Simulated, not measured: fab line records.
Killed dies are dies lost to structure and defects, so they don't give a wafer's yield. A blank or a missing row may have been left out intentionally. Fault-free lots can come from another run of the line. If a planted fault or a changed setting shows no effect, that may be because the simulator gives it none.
The tool behind it: which one? -- flow n5Finfet -- 24 lots, 72 wafers sampled, at 5 steps of a route of 1938

WHAT THE GAUGES SHOWED, per wafer
N5_MOL_CONTACT_COAG_CD_MEAS_40 targets a cd of 25.1 nm. Usual: cdNm reads 25.06 nm (standard deviation 0.21).
lot,measured,on,cdNm (nm),flag
L074,day 5 10:04,cdSem-01,25.09 25.01 24.58,
L075,day 5 10:56,cdSem-03,25.08 25.09 24.84,
L076,day 5 17:18,cdSem-03,25.06 25.19 24.98,
L077,day 5 21:19,cdSem-02,24.66 24.94 25.31,
L078,day 6 04:51,cdSem-02,24.99 25.31 25.41,
L079,day 6 09:31,cdSem-02,24.96 24.93 24.98,
L080,day 6 17:49,cdSem-03,24.64 25.22 25.08,
L081,day 6 20:47,cdSem-03,24.84 25.25 25.06,
L082,day 7 03:41,cdSem-02,25.33 25.19 24.98,
L083,day 7 09:01,cdSem-01,24.72 24.91 24.85,
L084,day 7 16:25,cdSem-03,24.96 24.89 24.98,
L085,day 8 04:50,cdSem-02,24.86 25.00 24.49,
L086,day 8 06:52,cdSem-03,25.07 25.11 25.08,
L087,day 8 07:02,cdSem-01,25.01 25.24 25.14,
L088,day 8 17:56,cdSem-02,25.46 24.86 25.14,
L089,day 8 20:49,cdSem-02,24.97 25.06 25.02,
L090,day 9 06:33,cdSem-02,25.41 24.86 25.35,
L091,day 9 08:01,cdSem-02,25.10 24.92 25.45,
L092,day 9 16:34,cdSem-03,25.44 25.04 25.16,
L093,day 9 20:04,cdSem-01,25.28 24.92 25.22,
L094,day 10 01:36,cdSem-03,25.17 25.18 24.99,
L095,day 10 15:57,cdSem-02,25.20 25.15 25.30,
L097,day 10 19:19,cdSem-02,25.43 25.18 25.05,
L096,day 11 00:54,cdSem-01,25.03 25.02 25.05,

N5_BEOL_M0_SAQP_CD_MEAS_14 targets a cd of 42.5 nm. Usual: cdNm reads 42.42 nm (standard deviation 0.27).
lot,measured,on,cdNm (nm),flag
L074,day 5 16:44,cdSem-02,42.57 42.44 42.51,
L075,day 5 19:37,cdSem-02,42.66 42.52 42.40,
L076,day 6 00:38,cdSem-03,42.51 42.75 42.79,
L077,day 6 04:55,cdSem-03,42.52 42.28 42.17,
L078,day 6 12:35,cdSem-03,42.12 42.19 41.99,
L079,day 6 18:35,cdSem-01,42.95 42.77 42.67,
L080,day 7 00:27,cdSem-01,42.18 42.62 42.16,
L081,day 7 04:34,cdSem-02,42.81 42.14 42.46,
L082,day 7 11:14,cdSem-02,42.53 42.66 42.36,
L083,day 7 15:27,cdSem-01,42.98 43.00 42.29,
L084,day 7 23:32,cdSem-03,42.22 42.55 42.61,
L085,day 8 11:53,cdSem-02,42.55 42.14 42.65,
L086,day 8 13:56,cdSem-03,42.33 42.42 42.70,
L087,day 8 14:06,cdSem-03,42.62 42.24 42.85,
L088,day 9 01:03,cdSem-01,42.57 42.51 42.92,
L089,day 9 03:23,cdSem-02,42.38 42.25 42.27,
L090,day 9 15:05,cdSem-02,41.96 42.67 42.53,
L091,day 9 16:22,cdSem-02,42.73 42.25 42.48,
L092,day 9 23:34,cdSem-01,42.75 42.12 42.42,
L093,day 10 02:20,cdSem-02,42.67 42.71 42.47,
L094,day 10 11:22,cdSem-01,42.62 42.37 42.49,
L095,day 10 22:35,cdSem-02,42.18 42.84 42.09,
L097,day 11 02:13,cdSem-02,42.04 42.13 42.33,
L096,day 11 08:26,cdSem-02,41.66 42.27 42.48,

WHICH TOOL RAN EACH LOT (tool, then ch and the chambers of the sampled wafers, then the start)
lot,N5_MOL_CONTACT_COAG_ETCH_124,N5_MOL_CONTACT_COAG_CVD_140,N5_BEOL_M0_SAQP_PECVD_97
L074,"rieDiel-01 ch 1,2,3, day 5 11:11","cvdW-01 ch 1, day 5 11:39","pecvd-04 ch 0,2, day 5 16:07"
L075,"rieDiel-01 ch 2,3, day 5 11:42","cvdW-02 ch 0,1, day 5 12:14","pecvd-04 ch 1,2, day 5 18:59"
L076,"rieDiel-01 ch 1,2, day 5 17:56","cvdW-02 ch 0,1, day 5 18:23","pecvd-03 ch 1,2, day 6 00:01"
L077,"rieDiel-05 ch 1,3, day 5 22:02","cvdW-02 ch 0,1, day 5 22:29","pecvd-03 ch 1,2, day 6 04:18"
L078,"rieDiel-01 ch 1,2,3, day 6 05:34","cvdW-02 ch 0,1, day 6 06:06","pecvd-04 ch 0,2, day 6 12:05"
L079,"rieDiel-02 ch 0,1,3, day 6 10:08","cvdW-01 ch 1, day 6 10:35","pecvd-01 ch 0,1,2, day 6 18:06"
L080,"rieDiel-02 ch 0,2, day 6 18:26","cvdW-01 ch 0,1, day 6 18:59","pecvd-01 ch 1,2, day 6 23:49"
L081,"rieDiel-02 ch 1,2, day 6 21:25","cvdW-01 ch 0,1, day 6 21:52","pecvd-04 ch 1,2, day 7 04:04"
L082,"rieDiel-02 ch 2,3, day 7 04:43","cvdW-01 ch 0,1, day 7 05:11","pecvd-04 ch 0,1,2, day 7 10:44"
L083,"rieDiel-02 ch 0,1,2, day 7 10:08","cvdW-01 ch 0,1, day 7 10:37","pecvd-03 ch 0,1, day 7 14:58"
L084,"rieDiel-05 ch 1,2, day 7 17:02","cvdW-01 ch 0,1, day 7 17:34","pecvd-01 ch 0,1,2, day 7 22:54"
L085,"rieDiel-05 ch 0,1, day 8 05:27","cvdW-02 ch 0,1, day 8 05:59","pecvd-04 ch 0,1,2, day 8 11:15"
L086,"rieDiel-01 ch 0,1,2, day 8 07:43","cvdW-01 ch 0,1, day 8 08:16","pecvd-03 ch 0,2, day 8 13:16"
L087,"rieDiel-05 ch 0,1, day 8 07:56","cvdW-02 ch 0,1, day 8 08:29","pecvd-01 ch 0,1, day 8 13:20"
L088,"rieDiel-05 ch 0,3, day 8 18:34","cvdW-01 ch 0, day 8 19:01","pecvd-03 ch 0,2, day 9 00:21"
L089,"rieDiel-01 ch 1,2,3, day 8 21:26","cvdW-01 ch 0,1, day 8 21:53","pecvd-01 ch 0,1, day 9 02:43"
L090,"rieDiel-02 ch 1,2, day 9 07:13","cvdW-02 ch 0,1, day 9 07:41","pecvd-03 ch 1,2, day 9 14:35"
L091,"rieDiel-01 ch 1,2, day 9 08:38","cvdW-01 ch 0,1, day 9 09:06","pecvd-01 ch 0,1,2, day 9 15:52"
L092,"rieDiel-01 ch 1,2, day 9 17:22","cvdW-02 ch 0,1, day 9 17:53","pecvd-04 ch 0,1, day 9 22:55"
L093,"rieDiel-02 ch 0,1, day 9 20:41","cvdW-02 ch 0,1, day 9 21:09","pecvd-03 ch 0,2, day 10 01:43"
L094,"rieDiel-05 ch 0,1,3, day 10 02:56","cvdW-01 ch 0,1, day 10 03:23","pecvd-04 ch 0,1, day 10 10:49"
L095,"rieDiel-01 ch 0,2,3, day 10 16:41","cvdW-02 ch 0,1, day 10 17:08","pecvd-01 ch 0,2, day 10 21:54"
L097,"rieDiel-05 ch 1,2, day 10 19:57","cvdW-02 ch 0,1, day 10 20:29","pecvd-01 ch 0,2, day 11 01:34"
L096,"rieDiel-01 ch 0,2, day 11 01:46","cvdW-01 ch 0,1, day 11 02:13","pecvd-04 ch 0,2, day 11 07:56"
- N5_MOL_CONTACT_COAG_ETCH_124: etches SiNx in CH3F/O2, stops on SiOC, target depth 6.5 nm.
- N5_MOL_CONTACT_COAG_CVD_140: deposits W, target thk 66.5 nm, time 215 s.
- N5_BEOL_M0_SAQP_PECVD_97: deposits SiNx from SiH4/NH3/N2, target thk 23 nm, time 19.9 s.

AS READ BY THE TOOLS THEMSELVES (means over the sampled wafers that have a number; for cases with no such wafer, the mark the record gives instead)
N5_MOL_CONTACT_COAG_ETCH_124. Usual: drypumpMotorCurrentA 5.7 A, standard deviation 0.48; oes_o_777_au 0.75 a.u., standard deviation 0.066; oesProductAu 0.64 a.u., standard deviation 0.056; rfVppV 298.9 V, standard deviation 2.5; showerheadPlenumPTorr 1.99 Torr, standard deviation 0.066; throttleValvePct 16.47 %, standard deviation 0.19.
lot,tool,drypumpMotorCurrentA (A),oes_o_777_au (a.u.),oesProductAu (a.u.),rfVppV (V),showerheadPlenumPTorr (Torr),throttleValvePct (%),flag
L074,rieDiel-01,5.3,0.77,0.66,299.7,2.01,16.46,
L075,rieDiel-01,5.5,0.77,0.66,301.4,2.06,16.43,
L076,rieDiel-01,5.1,0.76,0.65,298.4,1.98,16.42,
L077,rieDiel-05,5.7,0.77,0.67,298.5,1.93,16.26,
L078,rieDiel-01,5.3,0.76,0.66,300.2,2.01,16.48,
L079,rieDiel-02,5.7,0.73,0.63,300.4,2.04,16.57,
L080,rieDiel-02,6.2,0.69,0.58,298.8,2.00,16.70,
L081,rieDiel-02,6.1,0.80,0.69,297.1,2.09,16.52,
L082,rieDiel-02,5.9,0.69,0.59,296.2,2.05,16.62,
L083,rieDiel-02,6.1,0.74,0.62,299.0,2.04,16.63,
L084,rieDiel-05,5.2,0.82,0.70,298.4,1.93,16.14,
L085,rieDiel-05,5.3,0.80,0.69,299.7,1.95,16.30,
L086,rieDiel-01,5.5,0.74,0.64,297.1,1.97,16.55,
L087,rieDiel-05,5.3,0.80,0.69,298.8,1.95,16.31,
L088,rieDiel-05,5.7,0.70,0.60,299.5,1.96,16.50,
L089,rieDiel-01,5.4,0.75,0.64,300.6,2.00,16.53,
L090,rieDiel-02,6.4,0.73,0.62,296.1,2.07,16.65,
L091,rieDiel-01,5.2,0.75,0.65,298.9,1.94,16.57,
L092,rieDiel-01,5.2,0.75,0.65,298.8,1.94,16.57,
L093,rieDiel-02,5.8,0.86,0.74,300.8,2.05,16.41,
L094,rieDiel-05,5.6,0.74,0.63,298.9,1.94,16.41,
L095,rieDiel-01,5.7,0.73,0.62,299.5,2.01,16.54,
L097,rieDiel-05,5.2,0.79,0.67,298.1,1.92,16.20,
L096,rieDiel-01,5.9,0.71,0.61,298.2,1.98,16.58,

N5_MOL_CONTACT_COAG_CVD_140. Usual: heaterPowerW reads 460 W (standard deviation 13).
lot,tool,heaterPowerW (W),flag
L074,cvdW-01,453,
L075,cvdW-02,454,
L076,cvdW-02,449,
L077,cvdW-02,449,
L078,cvdW-02,457,
L079,cvdW-01,462,
L080,cvdW-01,466,
L081,cvdW-01,458,
L082,cvdW-01,473,
L083,cvdW-01,465,
L084,cvdW-01,470,
L085,cvdW-02,443,
L086,cvdW-01,464,
L087,cvdW-02,453,
L088,cvdW-01,467,
L089,cvdW-01,472,
L090,cvdW-02,450,
L091,cvdW-01,467,
L092,cvdW-02,464,
L093,cvdW-02,457,
L094,cvdW-01,474,
L095,cvdW-02,446,
L097,cvdW-02,463,
L096,cvdW-01,468,

N5_BEOL_M0_SAQP_PECVD_97. Usual: heaterPowerW 536 W, standard deviation 56; showerheadPlenumPTorr 5.11 Torr, standard deviation 0.073; throttleValvePct 39.6 %, standard deviation 2.9.
lot,tool,heaterPowerW (W),showerheadPlenumPTorr (Torr),throttleValvePct (%),flag
L074,pecvd-04,594,5.05,39.2,
L075,pecvd-04,478,5.15,39.0,
L076,pecvd-03,558,5.19,37.9,
L077,pecvd-03,575,5.20,37.9,
L078,pecvd-04,561,5.04,39.2,
L079,pecvd-01,546,5.06,40.5,
L080,pecvd-01,553,5.06,38.0,
L081,pecvd-04,518,5.09,39.3,
L082,pecvd-04,536,5.11,38.8,
L083,pecvd-03,560,5.15,42.3,
L084,pecvd-01,508,5.06,40.6,
L085,pecvd-04,540,5.11,38.9,
L086,pecvd-03,522,5.14,38.9,
L087,pecvd-01,547,5.03,40.2,
L088,pecvd-03,523,5.16,37.3,
L089,pecvd-01,523,5.03,42.6,
L090,pecvd-03,600,5.20,38.2,
L091,pecvd-01,548,5.05,40.7,
L092,pecvd-04,554,5.13,38.3,
L093,pecvd-03,569,5.17,37.2,
L094,pecvd-04,531,5.13,38.4,
L095,pecvd-01,540,5.05,43.3,
L097,pecvd-01,563,5.09,41.4,
L096,pecvd-04,558,5.06,37.2,

THE ANSWER, worked out from the rows above alone
Rule: a lot is off if the mean of its wafers that have a number lies more than 3 standard deviations from the usual mean. Also off: a lot with no number at a reading for which 4 or more lots have one. Any other lot the step has rows for is counted as sound. The gauges are gone through in route order, then the tools' own readings, and for those a lot's mean is taken as printed above. The first step at which some lot is off is used, and at that step the reading that is off furthest; a lot without a number counts as furthest.
Across all readings shown, no lot is off: no conclusion can be drawn from this.

WHAT THE SIMULATOR HAD INSERTED
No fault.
